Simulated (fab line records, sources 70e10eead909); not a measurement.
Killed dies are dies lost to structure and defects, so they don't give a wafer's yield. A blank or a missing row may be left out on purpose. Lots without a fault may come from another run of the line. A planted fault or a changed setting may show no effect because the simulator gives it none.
Chamber matching | flow nand_harc | NHARC_P_STI_ETCH_15 on rie_si-02: 4 sister chambers
The step etches the open film in HBr/Cl2, target depth 300 nm, time 100.1 s. 8 wafers are shown with their chamber, then 10 later ones without.

WAFERS WITH THEIR CHAMBER
wafer  | chamber | drypump_motor_current_A (A) | oes_product_au (a.u.)
L083.6 | 3       | 5.3                         | 0.993
L085.1 | 0       | 6.5                         | 0.983
L085.6 | 3       | 5.4                         | 0.999
L086.1 | 0       | 6.5                         | 0.996
L086.5 | 1       | 5.6                         | 0.992
L086.6 | 2       | 5.9                         | 1.013
L087.1 | 1       | 5.6                         | 0.988
L087.3 | 2       | 5.9                         | 1.009

WAFERS WITHOUT THEIR CHAMBER
wafer  | drypump_motor_current_A (A) | oes_product_au (a.u.)
L087.4 | 6.5                         | 0.996
L089.1 | 6.5                         | 0.996
L089.5 | 5.4                         | 1.003
L089.6 | 5.9                         | 1.006
L092.4 | 5.4                         | 1.008
L092.5 | 6.5                         | 1.003
L092.6 | 5.6                         | 0.998
L096.3 | 6.5                         | 0.995
L096.4 | 5.6                         | 1.001
L096.6 | 5.6                         | 1.000

WHICH CHAMBER EACH WENT THROUGH
wafer  | from the rows above | in truth
L087.4 | 0                   | 0
L089.1 | 0                   | 0
L089.5 | 3                   | 3
L089.6 | 2                   | 2
L092.4 | 3                   | 3
L092.5 | 0                   | 0
L092.6 | 1                   | 1
L096.3 | 0                   | 0
L096.4 | 1                   | 1
L096.6 | 1                   | 1
Placed correctly: 10 of 10. Can't be placed from these rows: 0. Placed wrongly: 0.
How it was worked out, from the rows above alone: a wafer's distance from a chamber is the root of the sum, over the readings, of the square of ((its reading less the chamber's mean) divided by the reading's scatter). The wafer belongs to the nearest chamber; if the next one is less than 2 further off, it can't be placed. A chamber's mean is the mean of its shown wafers. The scatter: the root of (the sum of the squares of (reading less its chamber's mean) over the shown wafers, divided by (wafers less chambers)).
